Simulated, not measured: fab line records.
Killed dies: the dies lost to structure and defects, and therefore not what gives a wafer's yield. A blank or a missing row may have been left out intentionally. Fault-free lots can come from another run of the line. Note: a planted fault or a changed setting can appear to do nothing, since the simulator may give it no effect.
fab line records -- flow n5_finfet
record lots=3, wafers=9, last_day=18
route steps=1938 shown BEOL_M4@1105 BEOL_M5@1112 PASSIVATION@1936
lots that met no fault: taken from a fault-free run of the same line
start_h: start of the lot's first displayed wafer, in hours after the record's first day -- wait_h: time in hours since the lot's previous step -- " unchanged from the row above -- L1.1+2: one row covering several wafers at once -- - no value, or no start given -- * or withheld: withheld -- < > ~ a bound
route shown NAME@n: a module of which the file shows steps, and the number in the route of the first -- usual: mean and standard deviation over wafers with no fault -- same: alike in all rows -- chamber/n: place in a boat -- sites: each site's reading -- _std_site: the standard deviation of these -- _edge_site: the outer-site mean with the inner-site mean subtracted -- radius_mm: how far each site lies from the wafer's centre -- mask NAME#n: copy n -- behind: the last tool/chamber to shape the wafer -- hold: why the lot was held/for how many hours/how that ended -- device: the n, p or np transistor that did not switch -- end of line: the same wafers' tests at the end of the route -- a step given without rows: its recipe and nothing more -- killed: count of dies lost to structure and defects at first sort (not the wafer's yield) -- map: dies across one wafer; x = killed, . = not, _ = none there
set.NAME: the setting the step ran with; set.NAME@STEP: the setting that earlier step ran with -- model.NAME: the simulator's own value behind a step, which no gauge read
a table for each step, a row for each wafer; lots at some steps of the route
## steps
# step N5_BEOL_M4_PRE_CLEAN_60
# recipe gas=NH3/H2, time_s=15, temp_c=*, rf_power_w=300
# step N5_BEOL_M4_CO_CAP_55
# recipe material=Co, target_thk_a=20, temp_c=200, precursor=CCTBA/H2, pressure_torr=30, time_s=102.1
# step N5_BEOL_M4_PRE_CLEAN_56
# recipe gas=NH3, time_s=15, temp_c=withheld, rf_power_w=300
# step N5_BEOL_M4_DEP_57
# recipe material=SiCN, target_thk_a=80, temp_c=withheld, precursor=3MS/NH3, pressure_torr=3, rf_w=202, time_s=14
# step N5_BEOL_M5_ILD_DEP_00
# recipe material=SiCOH_lowk, target_thk_a=1406.4, temp_c=300, precursor=DEMS/porogen, pressure_torr=5, rf_w=500, time_s=25.9
# step N5_BEOL_M5_CURE_79
# recipe temp_c=385, time_s=240, ambient=He/Ar, material=SiCOH_lowk
# step N5_BEOL_M5_PECVD_70
# recipe material=SiO2, target_thk_a=160, temp_c=400, precursor=TEOS/O2, pressure_torr=5.5, rf_w=450, teos_flow_sccm=53.8, gas=O2, flow_sccm=3000, time_s=18
# step N5_BEOL_M5_HM_DEP_02
# recipe material=TiN, target_thk_a=200, temp_c=25, chamber_pressure_pa=0.49996
# usual throttle_valve_pct=30.3/1.3
lot.wafer,tool,chamber,start_h,wait_h,throttle_valve_pct
L936.1,pvd_sputter-03,-,163.29,0.6,31.3
L936.2,pvd_sputter-03,-,163.29,0.6,31.2
L936.4,pvd_sputter-03,-,163.29,0.6,31.2
L954.1,pvd_sputter-03,-,292.97,1.0,31.0
L954.3,pvd_sputter-03,-,292.97,1.0,31.5
L954.5,pvd_sputter-03,-,292.97,1.0,31.6
L958.1,pvd_sputter-02,-,306.10,0.1,30.2
L958.4,pvd_sputter-02,-,306.10,0.1,29.0
L958.6,pvd_sputter-02,-,306.10,0.1,29.1
# step N5_BEOL_M5_COAT_59
# recipe resist=SOC, temp_c=250, time_s=60, spin_rpm=1500, resist_thk_nm=60
# step N5_BEOL_M5_COAT_60
# recipe resist=SiARC, temp_c=220, time_s=60, spin_rpm=1500, resist_thk_nm=12
# step N5_BEOL_M5_COAT_71
# recipe resist=underlayer, temp_c=205, time_s=60, spin_rpm=1500, resist_thk_nm=5
# step N5_BEOL_M5_COAT_05
# recipe resist=CAR-EUV, spin_rpm=1500, resist_thk_nm=30
# step N5_BEOL_M5_EBR_07
# recipe solvent=PGMEA, ebr_width_mm=1.5
# step N5_BEOL_M5_SOFTBAKE_06
# recipe temp_c=110, time_s=60, resist=CAR-EUV
# step N5_BEOL_M5_EXPOSE_08
# recipe mask_id=M5, na=0.33, source_shape=annular, sigma_inner=0.4, sigma_outer=0.8, polarization=unpolarized, target_cd_nm=28, dose_mj=35.75
# step N5_BEOL_M5_PEB_09
# recipe peb_temp_c=100, peb_time_s=60, resist=CAR-EUV
# step N5_BEOL_M5_DEVELOP_10
# recipe develop_time_s=30, developer=TMAH, resist=CAR-EUV, rinse_liquid=surfactant_rinse, dry=air_spin, dev_temp_c=23
# step N5_BEOL_M5_INSPECT_13
# recipe mode=adi, inspect_instrument=brightfield
# usual raw_defect_count=409/100
lot.wafer,tool,chamber,start_h,wait_h,raw_defect_count
L936.1,defect_inspect-01,-,163.90,0.1,508
L936.2,defect_inspect-01,-,163.90,0.1,322
L936.4,defect_inspect-01,-,163.90,0.1,341
L954.1,defect_inspect-02,-,293.45,0.1,764
L954.3,defect_inspect-02,-,293.45,0.1,702
L954.5,defect_inspect-02,-,293.45,0.1,727
L958.1,defect_inspect-02,-,306.71,0.1,338
L958.4,defect_inspect-02,-,306.71,0.1,483
L958.6,defect_inspect-02,-,306.71,0.1,413
# step N5_BEOL_M5_DESCUM_16
# recipe chemistry=O2, time_s=7, source_power_w=50, bias_power_w=20, pressure_mtorr=20, rf_frequency_hz=2.712e+07, temp_c=40, resist=CAR-EUV, o2_flow_sccm=225
# step N5_BEOL_M5_ETCH_72
# recipe chemistry=N2/H2, target=underlayer, target_depth_a=65, mask_material=CAR-EUV, time_s=5.2, ion_energy_ev=200, pressure_mtorr=30, source_w=840, bias_w=150, n2_flow_sccm=200, h2_flow_sccm=200, ends=cleared
# step N5_BEOL_M5_ETCH_61
# recipe chemistry=CF4, target=SiARC, target_depth_a=156, mask_material=CAR-EUV, time_s=26, ion_energy_ev=80, pressure_mtorr=40, source_w=545, bias_w=36, Ar_flow_sccm=100, cf4_flow_sccm=100, ends=cleared
# step N5_BEOL_M5_ETCH_62
# recipe chemistry=N2/H2, target=SOC, target_depth_a=750, overetch_a=150, mask_material=SiARC, temp_c=40, time_s=112.5, ion_energy_ev=200, pressure_mtorr=30, source_w=840, bias_w=150, n2_flow_sccm=200, h2_flow_sccm=200
# step N5_BEOL_M5_STRIP_63
# recipe chemistry=N2/H2, temp_c=40, n2_flow_sccm=200, h2_flow_sccm=200, rf_frequency_hz=6e+07
# step N5_BEOL_M5_STRIP_73
# recipe chemistry=N2/H2, temp_c=40, n2_flow_sccm=200, h2_flow_sccm=200, rf_frequency_hz=6e+07
# step N5_BEOL_M5_STRIP_64
# recipe chemistry=CF4, resist=SiARC, power_w=300, bias_power_w=75, pressure_mtorr=50, cf4_flow_sccm=150, rf_frequency_hz=6e+07
# step N5_BEOL_M5_HM_OPEN_17
# recipe chemistry=Cl2/BCl3, target_depth_a=200, overetch_a=60, target=TiN, mask_material=SOC, ion_energy_ev=150, pressure_mtorr=10, icp_w=1000, bias_w=126, Cl2_flow_sccm=53.25, bcl3_flow_sccm=21.75, Ar_flow_sccm=25
# step N5_BEOL_M5_STRIP_19
# recipe chemistry=O2, power_w=400, temp_c=40, pressure_mtorr=30, rf_frequency_hz=6e+07, bias_power_w=0, overash_fraction=0.2, o2_flow_sccm=225
# step N5_BEOL_M5_COAT_65
# recipe resist=SOC, temp_c=250, time_s=60, spin_rpm=1500, resist_thk_nm=60
# step N5_BEOL_M5_COAT_66
# recipe resist=SiARC, temp_c=220, time_s=60, spin_rpm=1500, resist_thk_nm=12
# step N5_BEOL_M5_COAT_74
# recipe resist=underlayer, temp_c=205, time_s=60, spin_rpm=1500, resist_thk_nm=5
# step N5_BEOL_M5_COAT_22
# recipe resist=CAR-EUV, spin_rpm=1500, resist_thk_nm=30
# step N5_BEOL_M5_EBR_24
# recipe solvent=PGMEA, ebr_width_mm=1.5
# step N5_BEOL_M5_SOFTBAKE_23
# recipe temp_c=110, time_s=60, resist=CAR-EUV
# step N5_BEOL_M5_EXPOSE_25
# recipe mask_id=V4, na=0.33, source_shape=quasar, sigma_inner=0.2, sigma_outer=0.6, polarization=unpolarized, defocus_nm=10, dose_mj=52.75
# step N5_BEOL_M5_INSPECT_30
# recipe mode=adi, inspect_instrument=brightfield
# usual raw_defect_count=412/96
lot.wafer,tool,chamber,start_h,wait_h,raw_defect_count
L936.1,defect_inspect-02,-,167.34,0.1,454
L936.2,defect_inspect-02,-,167.34,0.1,283
L936.4,defect_inspect-02,-,167.34,0.1,320
L954.1,defect_inspect-02,-,295.70,0.1,748
L954.3,defect_inspect-02,-,295.70,0.1,700
L954.5,defect_inspect-02,-,295.70,0.1,707
L958.1,defect_inspect-02,-,307.81,0.1,323
L958.4,defect_inspect-02,-,307.81,0.1,478
L958.6,defect_inspect-02,-,307.81,0.1,379
# step N5_PASSIVATION_PROBE_49
# usual defect_limited_yield=91.2/1.6, killed_at_M0_to_M3=34/11, killed_at_M4_up=13/5.2, killed_at_contacts=13/6.3, killed_at_front_end=40/14, killed_at_other=3.2/2.4, killed_dies=104/19, killed_open=69/14, killed_short=32/7.5, sort_bin_5_function=5.3/1.1, sort_bin_6_memory=3.2/0.73, sort_n_pass=1076/19, sort_yield_pct=91.2/1.6
# same gross_dies=1180, killed_at_back_side=0, sort_bin_4_leakage[%]=0, sort_bin_8_speed[%]=0
lot.wafer,tool,chamber,start_h,wait_h,defect_limited_yield[%],killed_at_M0_to_M3,killed_at_M4_up,killed_at_contacts,killed_at_front_end,killed_at_other,killed_dies,killed_open,killed_short,sort_bin_5_function[%],sort_bin_6_memory[%],sort_n_pass,sort_yield_pct[%]
L936.1,prober-02,-,262.69,0.0,93.7,25,13,12,23,1,74,44,27,4.2,1.9,1106,93.7
L936.2,prober-02,-,262.74,0.1,93.3,26,14,7,27,5,79,50,28,4.5,1.9,1101,93.3
L936.4,prober-02,-,262.84,0.2,93.9,22,11,11,28,0,72,44,27,3.9,2.0,1108,93.9
L954.1,prober-01,-,393.34,0.0,83.0,35,105,34,24,3,201,76,25,11.8,3.5,979,83.0
L954.3,prober-01,-,393.44,0.1,84.8,24,116,16,22,1,179,55,15,8.7,4.3,1001,84.8
L954.5,prober-01,-,393.54,0.2,83.6,29,110,11,35,8,193,72,27,10.7,4.2,987,83.6
# killed by level:class
L936.1 FIN_SAQP:geometric_particle:short=7 MOL_CONTACT_COAG:geometric_particle:open=7 BEOL_M0_SAQP:geometric_particle:open=6 BEOL_M0_SAQP:geometric_particle:short=6 MOL_CONTACT_COAG:geometric_particle:short=4 BEOL_M3:geometric_particle:open=4 FIN_SAQP:geometric_particle:open=3 BEOL_M4:geometric_particle:short=3
L936.2 BEOL_M0_SAQP:geometric_particle:short=10 MOL_CONTACT_COAG:geometric_particle:open=6 BEOL_M2:geometric_particle:open=6 BEOL_M0_SAQP:geometric_particle:open=6 BEOL_M4:geometric_particle:open=6 STARTING-WAFER:geometric_particle:short=5 GATE_CUT:geometric_particle:open=4 FIN_SAQP:geometric_particle:open=3
L936.4 MOL_CONTACT_COAG:geometric_particle:open=8 FIN_SAQP:geometric_particle:open=7 STARTING-WAFER:geometric_particle:short=7 FIN_SAQP:geometric_particle:short=6 BEOL_M3:geometric_particle:open=6 BEOL_M0_SAQP:geometric_particle:open=5 MOL_CONTACT_COAG:geometric_particle:short=3 BEOL_M2:geometric_particle:open=3
L954.1 BEOL_M5:unspecified=99 MOL_CONTACT_COAG:geometric_particle:open=28 BEOL_M2:geometric_particle:open=11 STI_FIN_REVEAL:geometric_particle:open=9 MOL_CONTACT_COAG:geometric_particle:short=6 BEOL_M0_SAQP:geometric_particle:short=6 BEOL_M0:geometric_particle:open=5 BEOL_M3:geometric_particle:open=5
L954.3 BEOL_M5:unspecified=107 MOL_CONTACT_COAG:geometric_particle:open=16 BEOL_M3:geometric_particle:open=7 BEOL_M1:geometric_particle:open=5 STARTING-WAFER:geometric_particle:open=5 GATE_CUT:geometric_particle:short=4 BEOL_M0:geometric_particle:open=4 STI_FIN_REVEAL:geometric_particle:open=3
L954.5 BEOL_M5:unspecified=94 STI_FIN_REVEAL:geometric_particle:open=10 MOL_CONTACT_COAG:geometric_particle:open=10 GATE_CUT:geometric_particle:short=7 BEOL_M3:geometric_particle:open=7 FIN_SAQP:geometric_particle:short=5 BEOL_M0:geometric_particle:open=5 BEOL_M5:geometric_particle:open=5
# map L954.1 (x killed, . not)
_________________............________________
______________.................x_____________
___________.x....x............x....__________
__________.........x................_________
________.......xx..x...........x......_______
_______................................______
______.......xx...x.......x....x......x._____
_____.x...x.............x.........x......____
____.............x........x.....xxx.......___
___.........x...............x....x.....x...__
___..........x....................x...x....__
__.x...........................x...........x_
__..x.....x.x.....x.......x................._
_.............x.x................x.......x...
_...............x.......x..............xx....
_....x.............................xx........
_.x...........x..................x......x....
_.....x....x...........x.x.....x..xx.........
_.....................x..........x.xx...x....
_..x.x......x.x.....x..x.x......x..x.xxx.....
_.x.................................xx.xxxxx.
__.................x...x.....x..xxxxxxxxxxx._
__...........x................xx.xxxxxxxxxx._
___......x......x.............x.xxxxxxxxxx.__
___......x....x..............x..xxxxxxxxxxx__
____x.........xx........x...xx.xxxxxxxxxxx___
_____.....x.....x..............xxxxxxxxxx____
______........x................xxxxxxxxx_____
_______................x..x..x..x.xx.x.______
________................xx..x......xx._______
__________.......................x.x_________
___________.....x...xx.x...........__________
______________.....x............_____________
_________________.x..x..x....________________
# map L936.2 (x killed, . not)
_________________..........x.________________
______________.x................_____________
___________..x......x........x.....__________
__________........x.........x......._________
________......x...x..................._______
_______.x..x..x.....................x..______
______......x..x..x...........x........._____
_____...................x..x.......x....x____
____.......................x...x........x.___
___...x..x..x..............................__
___............................x...x.......__
__.x....x.............x...........x...x....._
__.................x........................_
_.........x....x.............................
_.........x......x...........................
_.....x.....x...........................x....
_...........x.......................x........
_....................................x.......
_.........x..x..........x....................
_.....................x......................
_.x...x........................x..x..x.x.....
__........x..................x.............._
__..............................x.........x._
___.....................................x..__
___..x...................xxx...............__
____...............................x...x..___
_____.................x...x..............____
______x........x........................_____
_______............x.........x.........______
________.....x........................_______
__________x..............x.........._________
___________......x.................__________
______________...x.............._____________
_________________...x.x......________________
## key
first_sign step=N5_BEOL_M5_INSPECT_13, reading=raw_defect_count, direction=up, sigmas=3.2, usual=409, struck=731
effect step=N5_BEOL_M5_INSPECT_30, reading=raw_defect_count, direction=up, sigmas=3.2, usual=412, struck=718
effect step=N5_PASSIVATION_PROBE_49, reading=killed_at_M4_up, direction=up, sigmas=19, usual=13, struck=110
more_kills_born_at N5_BEOL_M5_HM_DEP_02@pvd_sputter-03=300
met_at N5_BEOL_M5_HM_DEP_02
struck_wafers L954.1,L954.3,L954.5
onset_between 163.29 292.97
fault kind=chamber_particle_source, tool=pvd_sputter-03, chamber=-, onset_h=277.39, steps=N5_BEOL_M5_HM_DEP_02, rate_per_visit_cm2=0.42242, end_h=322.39
